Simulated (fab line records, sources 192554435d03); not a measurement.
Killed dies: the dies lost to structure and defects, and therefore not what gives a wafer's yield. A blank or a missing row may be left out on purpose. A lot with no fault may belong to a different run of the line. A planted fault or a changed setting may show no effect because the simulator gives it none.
fab line records	flow n5_finfet
[record] lots = 24	wafers = 72	last_day = 18
route steps=1938 shown BEOL_M5@1187 BEOL_M6@1215
lots untouched by any fault: they come from a run of this same line in which no faults occurred
start_h: the number of hours between the record's first day and the start of the first shown wafer of the lot	wait_h: hours from the lot's prior step to this one	" as in the row above	L1.1+2: a row that stands for several wafers	- value missing, or start not given	* or withheld: withheld	< > ~ a bound
route shown NAME@n: names a module that has steps shown in the file, with the first one's number in the route	usual: mean/standard deviation taken from wafers without a fault	same: alike in all rows	chamber/n: place in a boat	sites: each site's reading	_std_site: their standard deviation	_edge_site: the outer-site mean with the inner-site mean subtracted	radius_mm: for every site, how far away it sits from the centre of the wafer	mask NAME#n: copy n	behind: the last tool/chamber to shape the wafer	hold: why the lot was held/for how many hours/how that ended	device: names the non-switching transistor (n, p or np)	end of line: tests run on the same wafers once the route is complete	for a step that has no rows: nothing shown but its recipe	killed: count of dies lost to structure and defects at first sort (not the wafer's yield)	map: a wafer's dies, marking killed ones x, the rest . and places with no die _
set.NAME: the setting as run; set.NAME@STEP: as run at that earlier step	model.NAME: the simulator's own value behind a step, which no gauge read
a sample of lots followed through the steps of the route, with each step as a table and each wafer as a row
services: the hour from which a tool's chamber was out of use, counted from the record's first day as start_h (under 0 if before that day), plus the number of hours and why
[[steps]]
[step N5_BEOL_M5_THK_MEAS_53]
[recipe] thk_meas_gauge = xrf	reads = Cu_of_BEOL_M5_ECD_50
[usual] M5_THK = 60.7/1.9
lot.wafer	tool	chamber	start_h	wait_h	M5_THK[nm]
L074.1	film_metro-02	-	183.73	-	60.8
L074.2	"	-	"	"	58.6
L074.3	"	-	"	"	59.5
L077.3	film_metro-01	-	193.43	-	61.9
L077.4	"	-	"	"	61.2
L077.6	"	-	"	"	59.0
L076.3	film_metro-02	-	197.30	-	60.9
L076.4	"	-	"	"	62.4
L076.6	"	-	"	"	60.1
L075.3	film_metro-02	-	204.22	-	62.2
L075.4	"	-	"	"	61.8
L075.6	"	-	"	"	59.1
L078.2	film_metro-01	-	207.22	-	58.5
L078.4	"	-	"	"	61.7
L078.5	"	-	"	"	59.3
L080.1	film_metro-02	-	209.84	-	59.5
L080.4	"	-	"	"	65.1
L080.6	"	-	"	"	63.4
L079.3	film_metro-01	-	210.38	-	62.7
L079.4	"	-	"	"	60.5
L079.6	"	-	"	"	63.4
L081.1	film_metro-01	-	214.60	-	62.8
L081.2	"	-	"	"	61.1
L081.5	"	-	"	"	61.0
L082.1	film_metro-01	-	222.62	-	60.0
L082.4	"	-	"	"	63.1
L082.5	"	-	"	"	60.8
L083.1	film_metro-01	-	233.08	-	62.7
L083.2	"	-	"	"	60.3
L083.5	"	-	"	"	61.2
L085.2	film_metro-01	-	242.59	-	61.0
L085.4	"	-	"	"	61.0
L085.6	"	-	"	"	59.5
L086.1	film_metro-02	-	253.78	-	59.2
L086.2	"	-	"	"	60.3
L086.4	"	-	"	"	57.8
L084.1	film_metro-01	-	262.06	-	57.6
L084.5	"	-	"	"	59.6
L084.6	"	-	"	"	57.5
L088.2	film_metro-02	-	262.52	-	59.3
L088.5	"	-	"	"	58.9
L088.6	"	-	"	"	62.4
L087.1	film_metro-02	-	262.91	-	63.3
L087.2	"	-	"	"	65.3
L087.6	"	-	"	"	62.5
L090.2	film_metro-02	-	267.86	-	61.1
L090.3	"	-	"	"	58.5
L090.4	"	-	"	"	59.9
L089.3	film_metro-01	-	271.65	0.2	59.5
L089.4	"	-	"	"	60.1
L089.5	"	-	"	"	59.7
L091.1	film_metro-01	-	283.06	-	60.0
L091.3	"	-	"	"	58.0
L091.4	"	-	"	"	60.2
L092.2	film_metro-01	-	291.41	-	59.8
L092.5	"	-	"	"	59.3
L092.6	"	-	"	"	62.2
L093.1	film_metro-02	-	298.42	-	60.4
L093.2	"	-	"	"	58.2
L093.3	"	-	"	"	61.1
L094.4	film_metro-01	-	300.61	-	59.9
L094.5	"	-	"	"	62.9
L094.6	"	-	"	"	63.4
L095.2	film_metro-01	-	305.72	-	61.5
L095.4	"	-	"	"	60.3
L095.5	"	-	"	"	61.1
L096.1	film_metro-01	-	308.41	0.2	57.3
L096.2	"	-	"	"	60.7
L096.4	"	-	"	"	59.7
L097.4	film_metro-02	-	324.32	-	66.0
L097.5	"	-	"	"	61.4
L097.6	"	-	"	"	66.5
[step N5_BEOL_M6_HM_OPEN_17]
[recipe] chemistry = Cl2/BCl3	target_depth_a = 200	overetch_a = 60	target = TiN	mask_material = SOC	ion_energy_ev = 150	pressure_mtorr = 10	icp_w = 1000	bias_w = 126	Cl2_flow_sccm = 53.25	bcl3_flow_sccm = 21.75	Ar_flow_sccm = 25
[usual] bcl3_flow_sccm = 21.75/0.076	drypump_motor_current_A = 5.7/0.46	oes_product_au = 0.64/0.099	throttle_valve_pct = 22.33/0.21
lot.wafer	tool	chamber	start_h	wait_h	bcl3_flow_sccm	drypump_motor_current_A	oes_product_au	rf_hours_counter_h	throttle_valve_pct
L074.1	rie_metal-01	1	185.59	0.0	21.70	6.0	0.59	90	22.43
L074.2	"	0	"	"	21.77	4.9	0.54	122	22.50
L074.3	"	1	"	"	21.78	6.0	0.60	-	22.43
L077.3	rie_metal-01	0	197.36	0.1	21.87	4.9	0.52	-	22.50
L077.4	"	1	"	"	21.83	6.0	0.58	-	22.44
L077.6	"	1	"	"	21.81	5.9	0.58	-	22.43
L076.3	rie_metal-01	0	200.92	0.1	21.73	4.9	0.53	-	22.50
L076.4	"	1	"	"	21.72	6.0	0.58	-	22.45
L076.6	"	1	"	"	21.73	6.0	0.58	-	22.42
L075.3	rie_metal-03	0	207.75	0.1	21.68	6.1	0.69	-	22.53
L075.4	"	1	"	"	21.70	6.0	0.53	-	22.19
L075.6	"	0	"	"	21.65	6.0	0.70	-	22.50
L078.2	rie_metal-02	1	210.16	0.0	21.76	5.5	0.60	89	22.46
L078.4	"	0	"	"	21.86	6.1	0.79	-	22.00
L078.5	"	1	"	"	21.76	5.5	0.60	-	22.45
L080.1	rie_metal-01	1	213.14	0.0	21.78	6.0	0.58	92	22.43
L080.4	"	1	"	"	21.82	6.0	0.58	-	22.43
L080.6	"	1	"	"	21.75	6.0	0.58	-	22.45
L079.3	rie_metal-02	1	213.55	0.1	21.74	5.5	0.59	-	22.47
L079.4	"	0	"	"	21.85	6.1	0.78	-	22.02
L079.6	"	1	"	"	21.68	5.5	0.60	-	22.47
L081.1	rie_metal-01	1	217.61	0.0	21.72	6.0	0.58	93	22.43
L081.2	"	0	"	"	21.82	4.9	0.53	124	22.51
L081.5	"	1	"	"	21.64	6.1	0.58	-	22.43
L082.1	rie_metal-02	1	226.08	0.0	21.71	5.5	0.60	89	22.47
L082.4	"	0	"	"	21.74	6.1	0.78	-	22.02
L082.5	"	1	"	"	21.78	5.5	0.60	-	22.46
L083.1	rie_metal-02	1	235.41	0.0	21.67	5.5	0.59	90	22.51
L083.2	"	0	"	"	21.69	6.1	0.77	14	22.03
L083.5	"	1	"	"	21.73	5.5	0.58	-	22.50
L085.2	rie_metal-01	0	246.07	0.0	21.76	4.9	0.53	126	22.51
L085.4	"	0	"	"	21.78	4.9	0.53	-	22.52
L085.6	"	1	"	"	21.72	6.0	0.57	-	22.45
L086.1	rie_metal-01	1	256.52	0.0	21.94	6.0	0.58	97	22.46
L086.2	"	1	"	"	21.71	6.0	0.57	-	22.44
L086.4	"	1	"	"	21.86	6.0	0.57	-	22.45
L084.1	rie_metal-03	0	266.07	0.0	21.77	6.0	0.70	31	22.51
L084.5	"	0	"	"	21.68	6.0	0.71	-	22.49
L084.6	"	0	"	"	21.71	6.0	0.70	-	22.50
L088.2	rie_metal-02	1	266.33	0.0	21.84	5.5	0.59	93	22.49
L088.5	"	1	"	"	21.84	5.5	0.58	-	22.49
L088.6	"	0	"	"	21.77	6.1	0.76	-	22.04
L087.1	rie_metal-01	1	266.63	0.0	21.81	6.1	0.58	99	22.44
L087.2	"	1	"	"	21.83	6.0	0.57	-	22.45
L087.6	"	1	"	"	21.83	6.0	0.57	-	22.44
L090.2	rie_metal-01	1	271.92	0.0	21.83	6.0	0.57	99	22.44
L090.3	"	1	"	"	21.82	6.1	0.57	-	22.45
L090.4	"	0	"	"	21.78	4.9	0.85	-	22.01
L089.3	rie_metal-01	0	274.43	0.1	21.69	4.9	0.84	-	22.00
L089.4	"	1	"	"	21.64	6.0	0.57	-	22.45
L089.5	"	0	"	"	21.72	4.9	0.84	-	22.00
L091.1	rie_metal-02	0	286.14	0.0	21.66	6.1	0.74	19	22.03
L091.3	"	0	"	"	21.71	6.1	0.74	-	22.03
L091.4	"	1	"	"	21.70	5.5	0.58	-	22.48
L092.2	rie_metal-01	0	295.19	0.0	21.83	4.9	0.83	2	22.01
L092.5	"	1	"	"	21.76	6.0	0.57	-	22.46
L092.6	"	0	"	"	21.77	4.9	0.83	-	22.01
L093.1	rie_metal-02	0	300.89	0.0	21.68	6.1	0.74	21	22.02
L093.2	"	1	"	"	21.77	5.5	0.58	98	22.49
L093.3	"	0	"	"	21.74	6.1	0.75	-	22.03
L094.4	rie_metal-02	1	304.16	0.1	21.80	5.5	0.58	-	22.48
L094.5	"	0	"	"	21.80	6.1	0.74	-	22.04
L094.6	"	1	"	"	21.77	5.5	0.58	-	22.51
L095.2	rie_metal-01	1	308.98	0.0	21.78	6.0	0.57	103	22.44
L095.4	"	0	"	"	21.63	4.9	0.80	-	22.01
L095.5	"	1	"	"	21.93	6.0	0.56	-	22.46
L096.1	rie_metal-01	1	312.78	0.0	21.75	6.0	0.56	103	22.48
L096.2	"	0	"	"	21.82	4.9	0.79	4	22.02
L096.4	"	0	"	"	21.78	4.9	0.79	-	22.02
L097.4	rie_metal-02	1	327.58	0.1	21.77	5.5	0.56	-	22.53
L097.5	"	0	"	"	21.74	6.1	0.73	-	22.06
L097.6	"	1	"	"	21.66	5.5	0.57	-	22.51
[step N5_BEOL_M6_STRIP_36]
[recipe] chemistry = N2/H2	power_w = 450	temp_c = 40	pressure_mtorr = 20	rf_frequency_hz = 6e+07	overash_fraction = 0.3	bias_power_w = 7	h2_frac = 0.5	n2_flow_sccm = 200	h2_flow_sccm = 200
[usual] drypump_motor_current_A = 5.5/0.39	oes_product_au = 0.76/0.083	rf_vpp_V = 59.2/1.4	showerhead_plenum_p_Torr = 2.52/0.1	throttle_valve_pct = 23.60/0.27
lot.wafer	tool	chamber	start_h	wait_h	drypump_motor_current_A	oes_product_au	rf_hours_counter_h	rf_vpp_V	showerhead_plenum_p_Torr	throttle_valve_pct
L074.1	rie_diel-04	1	187.02	0.0	5.3	0.72	218	59.3	2.60	23.67
L074.2	"	3	"	"	5.6	0.71	196	57.5	2.41	23.57
L074.3	"	2	"	"	4.8	0.90	44	59.3	2.47	23.27
L077.3	rie_diel-05	3	200.31	0.0	5.7	0.90	23	60.0	2.71	23.54
L077.4	"	1	"	"	5.5	0.75	199	58.6	2.42	23.84
L077.6	"	1	"	"	5.5	0.73	-	59.2	2.42	23.86
L076.3	rie_diel-02	0	202.54	0.0	5.6	0.71	207	58.5	2.43	24.10
L076.4	"	1	"	"	5.0	0.85	40	58.4	2.58	23.25
L076.6	"	0	"	"	5.7	0.71	-	60.9	2.43	24.14
L075.3	rie_diel-02	3	208.82	0.0	5.4	0.90	45	61.1	2.56	23.36
L075.4	"	0	"	"	5.7	0.70	208	60.2	2.43	24.11
L075.6	"	0	"	"	5.7	0.70	-	58.5	2.43	24.12
L078.2	rie_diel-05	2	211.47	0.0	5.9	0.70	206	61.3	2.63	23.70
L078.4	"	3	"	"	5.7	0.89	-	60.8	2.70	23.56
L078.5	"	2	"	"	5.9	0.71	-	57.4	2.63	23.69
L079.3	rie_diel-02	1	216.71	0.0	5.0	0.86	44	59.4	2.58	23.27
L079.4	"	0	"	"	5.7	0.70	211	55.6	2.43	24.09
L079.6	"	2	"	"	5.9	0.71	-	59.5	2.63	23.71
L080.1	rie_diel-02	1	217.11	0.0	5.0	0.85	45	59.8	2.58	23.25
L080.4	"	0	"	"	5.7	0.70	211	58.8	2.43	24.14
L080.6	"	3	"	"	5.4	0.87	-	60.1	2.56	23.32
L081.1	rie_diel-05	3	220.07	0.0	5.7	0.90	31	57.7	2.70	23.54
L081.2	"	1	"	"	5.5	0.74	205	58.5	2.42	23.91
L081.5	"	2	"	"	5.9	0.69	-	60.3	2.63	23.70
L082.1	rie_diel-04	1	228.14	0.0	5.3	0.70	227	60.3	2.60	23.70
L082.4	"	3	"	"	5.7	0.70	205	57.0	2.41	23.53
L082.5	"	3	"	"	5.7	0.69	-	57.9	2.41	23.54
L083.1	rie_diel-04	3	237.20	0.0	5.7	0.69	210	62.2	2.41	23.52
L083.2	"	1	"	"	5.3	0.69	231	58.9	2.59	23.70
L083.5	"	3	"	"	5.7	0.69	-	57.5	2.41	23.55
L085.2	rie_diel-02	2	248.07	0.0	5.9	0.69	225	59.8	2.63	23.71
L085.4	"	3	"	"	5.4	0.86	62	60.7	2.56	23.36
L085.6	"	1	"	"	5.0	0.82	-	60.1	2.57	23.26
L086.1	rie_diel-04	2	261.05	0.0	4.8	0.85	66	59.0	2.46	23.31
L086.2	"	0	"	"	5.9	0.68	221	58.8	2.41	23.89
L086.4	"	1	"	"	5.3	0.69	240	57.6	2.59	23.72
L084.1	rie_diel-05	1	267.70	0.0	5.5	0.71	218	59.2	2.41	23.89
L084.5	"	3	"	"	5.7	0.85	-	60.5	2.70	23.59
L084.6	"	2	"	"	5.9	0.70	-	58.7	2.62	23.72
L088.2	rie_diel-05	3	268.09	0.0	5.7	0.84	47	58.9	2.70	23.57
L088.5	"	3	"	"	5.7	0.85	-	58.9	2.69	23.59
L088.6	"	2	"	"	5.9	0.69	-	60.4	2.62	23.70
L087.1	rie_diel-05	3	270.25	0.0	5.8	0.85	48	61.4	2.69	23.59
L087.2	"	2	"	"	5.9	0.68	228	60.2	2.62	23.72
L087.6	"	3	"	"	5.8	0.84	-	62.0	2.70	23.58
L090.2	rie_diel-05	2	273.47	0.0	5.9	0.69	229	61.3	2.62	23.70
L090.3	"	0	"	"	5.0	0.75	105	61.3	2.56	23.19
L090.4	"	1	"	"	5.5	0.71	220	59.9	2.41	23.90
L089.3	rie_diel-05	0	275.25	0.0	5.0	0.77	106	57.1	2.56	23.20
L089.4	"	2	"	"	5.9	0.68	230	59.9	2.62	23.72
L089.5	"	2	"	"	5.9	0.69	-	57.5	2.62	23.72
L091.1	rie_diel-02	1	288.05	0.0	4.9	0.82	72	60.3	2.57	23.29
L091.3	"	3	"	"	5.4	0.85	75	62.0	2.55	23.39
L091.4	"	0	"	"	5.7	0.69	238	56.3	2.42	24.14
L092.2	rie_diel-04	3	298.61	0.0	5.7	0.67	235	57.7	2.40	23.59
L092.5	"	2	"	"	4.8	0.82	-	58.5	2.45	23.36
L092.6	"	0	"	"	5.9	0.67	-	59.4	2.40	23.96
L093.1	rie_diel-04	3	304.40	0.0	5.6	0.67	238	59.4	2.40	23.57
L093.2	"	0	"	"	5.9	0.67	238	57.8	2.40	23.92
L093.3	"	2	"	"	4.8	0.82	85	60.0	2.45	23.32
L094.4	rie_diel-04	2	305.19	0.0	4.8	0.83	-	58.9	2.45	23.36
L094.5	"	0	"	"	5.9	0.68	-	59.0	2.40	23.91
L094.6	"	3	"	"	5.7	0.66	-	61.4	2.40	23.57
L095.2	rie_diel-04	3	312.37	0.0	5.6	0.66	241	56.5	2.40	23.58
L095.4	"	0	"	"	5.9	0.67	241	59.0	2.40	23.93
L095.5	"	2	"	"	4.8	0.81	-	56.5	2.45	23.34
L096.1	rie_diel-04	3	313.70	0.0	5.6	0.66	241	60.3	2.40	23.58
L096.2	"	0	"	"	5.9	0.67	241	59.2	2.40	23.91
L096.4	"	2	"	"	4.8	0.81	88	59.3	2.45	23.36
L097.4	rie_diel-02	3	330.01	0.0	5.4	0.83	-	62.3	2.55	23.40
L097.5	"	1	"	"	4.9	0.81	-	57.9	2.56	23.32
L097.6	"	0	"	"	5.7	0.68	-	59.5	2.41	24.17
[step N5_BEOL_M6_DEGAS_44]
[recipe] ambient = vacuum	temp_c = 250	time_s = 60
[usual] heater_power_w = 341/54
[same] time_s = 60
lot.wafer	tool	chamber	start_h	wait_h	heater_power_w
L074.1	pvd_sputter-02	-	187.89	0.4	408
L074.2	"	-	"	"	361
L074.3	"	-	"	"	274
L077.3	pvd_sputter-02	-	201.12	0.3	413
L077.4	"	-	"	"	414
L077.6	"	-	"	"	362
L076.3	pvd_sputter-01	-	203.92	0.8	323
L076.4	"	-	"	"	340
L076.6	"	-	"	"	289
L075.3	pvd_sputter-03	-	211.40	2.0	328
L075.4	"	-	"	"	314
L075.6	"	-	"	"	281
L078.2	pvd_sputter-03	-	212.26	0.3	483
L078.4	"	-	"	"	282
L078.5	"	-	"	"	311
L079.3	pvd_sputter-02	-	217.50	0.3	271
L079.4	"	-	"	"	416
L079.6	"	-	"	"	410
L080.1	pvd_sputter-01	-	218.12	0.6	334
L080.4	"	-	"	"	291
L080.6	"	-	"	"	292
L081.1	pvd_sputter-01	-	221.37	0.9	291
L081.2	"	-	"	"	338
L081.5	"	-	"	"	333
L082.1	pvd_sputter-03	-	230.45	1.9	463
L082.4	"	-	"	"	279
L082.5	"	-	"	"	311
L083.1	pvd_sputter-02	-	238.07	0.4	363
L083.2	"	-	"	"	280
L083.5	"	-	"	"	409
L085.2	pvd_sputter-01	-	248.82	0.3	333
L085.4	"	-	"	"	335
L085.6	"	-	"	"	286
L086.1	pvd_sputter-01	-	261.95	0.5	335
L086.2	"	-	"	"	339
L086.4	"	-	"	"	287
L084.1	pvd_sputter-01	-	270.23	2.1	329
L084.5	"	-	"	"	324
L084.6	"	-	"	"	338
L088.2	pvd_sputter-01	-	270.47	1.9	334
L088.5	"	-	"	"	291
L088.6	"	-	"	"	332
L087.1	pvd_sputter-03	-	271.29	0.6	304
L087.2	"	-	"	"	277
L087.6	"	-	"	"	278
L090.2	pvd_sputter-03	-	274.40	0.4	465
L090.3	"	-	"	"	344
L090.4	"	-	"	"	281
L089.3	pvd_sputter-03	-	276.64	0.9	478
L089.4	"	-	"	"	276
L089.5	"	-	"	"	331
L091.1	pvd_sputter-02	-	289.06	0.5	413
L091.3	"	-	"	"	367
L091.4	"	-	"	"	277
L092.2	pvd_sputter-01	-	299.90	0.8	283
L092.5	"	-	"	"	334
L092.6	"	-	"	"	319
L093.1	pvd_sputter-03	-	305.42	0.6	274
L093.2	"	-	"	"	343
L093.3	"	-	"	"	305
L094.4	pvd_sputter-01	-	307.65	1.9	327
L094.5	"	-	"	"	329
L094.6	"	-	"	"	331
L095.2	pvd_sputter-02	-	313.30	0.2	276
L095.4	"	-	"	"	355
L095.5	"	-	"	"	415
L096.1	pvd_sputter-01	-	314.69	0.6	333
L096.2	"	-	"	"	323
L096.4	"	-	"	"	341
L097.4	pvd_sputter-01	-	331.01	0.4	291
L097.5	"	-	"	"	327
L097.6	"	-	"	"	335
[step N5_BEOL_M6_SPUTTER_48]
[recipe] material = Cu	target_thk_a = 100	temp_c = -20	bias_v = 60	power_w = 26000	chamber_pressure_pa = 0.13	time_s = 1.667
[usual] substrate_temp_c = -20.00/0.11	throttle_valve_pct = 29.7/1.1
[same] time_s = 1.667
lot.wafer	tool	chamber	start_h	wait_h	substrate_temp_c	throttle_valve_pct
L074.1	pvd_sputter-03	-	188.94	0.2	-20.04	27.8
L074.2	"	-	"	"	-20.00	29.4
L074.3	"	-	"	"	-20.03	31.2
L077.3	pvd_sputter-01	-	201.88	0.2	-20.17	29.2
L077.4	"	-	"	"	-20.01	30.4
L077.6	"	-	"	"	-19.93	31.4
L076.3	pvd_sputter-03	-	204.81	0.1	-20.11	27.8
L076.4	"	-	"	"	-19.96	29.4
L076.6	"	-	"	"	-20.20	31.2
L075.3	pvd_sputter-03	-	212.34	0.1	-19.97	30.0
L075.4	"	-	"	"	-20.06	29.3
L075.6	"	-	"	"	-20.01	29.5
L078.2	pvd_sputter-01	-	213.14	0.1	-19.69	28.8
L078.4	"	-	"	"	-19.99	31.2
L078.5	"	-	"	"	-19.75	31.6
L079.3	pvd_sputter-01	-	218.30	0.1	-19.86	31.3
L079.4	"	-	"	"	-20.12	28.6
L079.6	"	-	"	"	-20.07	30.3
L080.1	pvd_sputter-01	-	218.76	0.1	-20.19	31.5
L080.4	"	-	"	"	-20.06	28.8
L080.6	"	-	"	"	-19.85	28.4
L081.1	pvd_sputter-02	-	222.04	0.1	-20.01	29.0
L081.2	"	-	"	"	-20.06	29.9
L081.5	"	-	"	"	-19.97	30.0
L082.1	pvd_sputter-03	-	231.07	0.1	-20.08	28.1
L082.4	"	-	"	"	-19.89	29.8
L082.5	"	-	"	"	-19.91	29.3
L083.1	pvd_sputter-02	-	238.69	0.1	-20.13	28.8
L083.2	"	-	"	"	-20.03	30.1
L083.5	"	-	"	"	-20.01	30.0
L085.2	pvd_sputter-03	-	249.41	0.1	-19.88	31.0
L085.4	"	-	"	"	-20.04	29.5
L085.6	"	-	"	"	-20.04	29.5
L086.1	pvd_sputter-03	-	262.59	0.1	-19.96	31.2
L086.2	"	-	"	"	-19.99	29.4
L086.4	"	-	"	"	-20.01	28.0
L084.1	pvd_sputter-01	-	270.95	0.1	-20.10	31.5
L084.5	"	-	"	"	-20.01	31.3
L084.6	"	-	"	"	-20.15	28.6
L088.2	pvd_sputter-01	-	271.13	0.1	-20.03	28.8
L088.5	"	-	"	"	-19.99	31.6
L088.6	"	-	"	"	-19.87	28.8
L087.1	pvd_sputter-02	-	272.12	0.2	-20.02	29.4
L087.2	"	-	"	"	-20.03	30.1
L087.6	"	-	"	"	-19.95	29.7
L090.2	pvd_sputter-01	-	275.04	0.1	-19.91	31.1
L090.3	"	-	"	"	-19.98	28.4
L090.4	"	-	"	"	-20.15	30.4
L089.3	pvd_sputter-03	-	277.32	0.1	-19.85	31.3
L089.4	"	-	"	"	-19.85	29.7
L089.5	"	-	"	"	-20.02	31.4
L091.1	pvd_sputter-03	-	289.89	0.1	-19.97	29.4
L091.3	"	-	"	"	-20.35	29.7
L091.4	"	-	"	"	-19.91	31.3
L092.2	pvd_sputter-01	-	300.54	0.1	-20.05	30.2
L092.5	"	-	"	"	-20.12	30.4
L092.6	"	-	"	"	-19.93	28.2
L093.1	pvd_sputter-02	-	307.24	0.1	-20.09	28.8
L093.2	"	-	"	"	-19.92	30.6
L093.3	"	-	"	"	-19.90	30.0
L094.4	pvd_sputter-02	-	308.21	0.0	-20.08	30.2
L094.5	"	-	"	"	-19.92	29.9
L094.6	"	-	"	"	-20.09	29.7
L095.2	pvd_sputter-01	-	314.29	0.2	-19.88	28.3
L095.4	"	-	"	"	-20.07	30.4
L095.5	"	-	"	"	-19.90	28.6
L096.1	pvd_sputter-01	-	315.39	0.2	-20.01	28.8
L096.2	"	-	"	"	-20.09	28.4
L096.4	"	-	"	"	-20.05	30.4
L097.4	pvd_sputter-01	-	331.63	0.1	-20.12	31.4
L097.5	"	-	"	"	-19.95	29.2
L097.6	"	-	"	"	-19.88	30.3
[step N5_BEOL_M6_RS_MEAS_57]
[recipe] thk_meas_gauge = four-point-probe	reads = Cu_of_BEOL_M6_ECD_50+Co_of_BEOL_M6_CVD_78+TaN_of_BEOL_M6_ALD_77
[usual] M6_RS = 0.291/0.0074
lot.wafer	tool	chamber	start_h	wait_h	M6_RS[ohm/sq]
L074.1	film_metro-02	-	189.88	0.1	0.303
L074.2	"	-	"	"	0.298
L074.3	"	-	"	"	0.292
L077.3	film_metro-02	-	203.81	0.1	0.292
L077.4	"	-	"	"	0.289
L077.6	"	-	"	"	0.290
L076.3	film_metro-02	-	206.43	0.1	0.278
L076.4	"	-	"	"	0.279
L076.6	"	-	"	"	0.285
L075.3	film_metro-02	-	213.28	0.1	0.279
L075.4	"	-	"	"	0.284
L075.6	"	-	"	"	0.288
L078.2	film_metro-01	-	214.35	0.1	0.285
L078.4	"	-	"	"	0.293
L078.5	"	-	"	"	0.293
L079.3	film_metro-02	-	219.24	0.1	0.286
L079.4	"	-	"	"	0.287
L079.6	"	-	"	"	0.280
L080.1	film_metro-02	-	219.70	0.1	0.280
L080.4	"	-	"	"	0.282
L080.6	"	-	"	"	0.277
L081.1	film_metro-02	-	223.42	0.1	0.288
L081.2	"	-	"	"	0.285
L081.5	"	-	"	"	0.290
L082.1	film_metro-01	-	232.01	0.1	0.297
L082.4	"	-	"	"	0.288
L082.5	"	-	"	"	0.293
L083.1	film_metro-01	-	239.64	0.1	0.299
L083.2	"	-	"	"	0.300
L083.5	"	-	"	"	0.300
L085.2	film_metro-02	-	250.34	0.1	0.290
L085.4	"	-	"	"	0.286
L085.6	"	-	"	"	0.289
L086.1	film_metro-01	-	263.63	0.1	0.291
L086.2	"	-	"	"	0.301
L086.4	"	-	"	"	0.288
L084.1	film_metro-01	-	271.88	0.1	0.297
L084.5	"	-	"	"	0.290
L084.6	"	-	"	"	0.294
L088.2	film_metro-02	-	272.08	0.1	0.300
L088.5	"	-	"	"	0.302
L088.6	"	-	"	"	0.289
L087.1	film_metro-02	-	273.97	0.1	0.306
L087.2	"	-	"	"	0.295
L087.6	"	-	"	"	0.304
L090.2	film_metro-02	-	275.97	0.1	0.284
L090.3	"	-	"	"	0.291
L090.4	"	-	"	"	0.298
L089.3	film_metro-01	-	278.26	0.1	0.301
L089.4	"	-	"	"	0.294
L089.5	"	-	"	"	0.291
L091.1	film_metro-01	-	290.82	0.1	0.283
L091.3	"	-	"	"	0.294
L091.4	"	-	"	"	0.292
L092.2	film_metro-02	-	301.68	0.1	0.305
L092.5	"	-	"	"	0.300
L092.6	"	-	"	"	0.299
L093.1	film_metro-01	-	308.19	0.1	0.294
L093.2	"	-	"	"	0.290
L093.3	"	-	"	"	0.286
L094.4	film_metro-02	-	309.17	0.0	0.278
L094.5	"	-	"	"	0.285
L094.6	"	-	"	"	0.282
L095.2	film_metro-02	-	316.26	0.1	0.285
L095.4	"	-	"	"	0.287
L095.5	"	-	"	"	0.289
L096.1	film_metro-02	-	316.63	0.1	0.293
L096.2	"	-	"	"	0.298
L096.4	"	-	"	"	0.289
L097.4	film_metro-01	-	332.66	0.0	0.285
L097.5	"	-	"	"	0.281
L097.6	"	-	"	"	0.300
[[services]]
tool	chamber	start_h	hours	kind
rie_diel-04	1	165.57	6.6	repair
rie_metal-01	0	167.21	9.9	repair
rie_diel-02	1	169.13	2.1	repair
rie_diel-04	-	212.45	14.6	pm
rie_diel-05	0	213.96	11.5	repair
rie_metal-03	-	245.41	2.8	pm
rie_metal-01	0	247.21	-	clean
rie_metal-01	0	247.21	23.1	scheduled_down
rie_metal-01	0	247.21	23.1	vent_cycle
rie_diel-05	1	253.43	2.5	repair
rie_diel-02	-	273.16	0.6	repair
rie_diel-05	-	278.82	0.5	repair
rie_diel-05	2	282.21	3.3	repair
rie_diel-04	1	289.29	-	clean
rie_diel-04	1	289.29	-	consumable_replace:focus_ring
rie_diel-04	1	289.29	17.8	scheduled_down
rie_diel-04	1	289.29	17.8	vent_cycle
rie_metal-03	1	308.49	1.2	repair
rie_diel-02	3	310.74	16.3	repair
rie_diel-02	2	327.39	-	clean
rie_diel-02	2	327.39	-	consumable_replace:focus_ring
rie_diel-02	2	327.39	35.9	scheduled_down
rie_diel-02	2	327.39	35.9	vent_cycle
rie_diel-04	0	330.12	3.0	repair
[[key]]
fault none
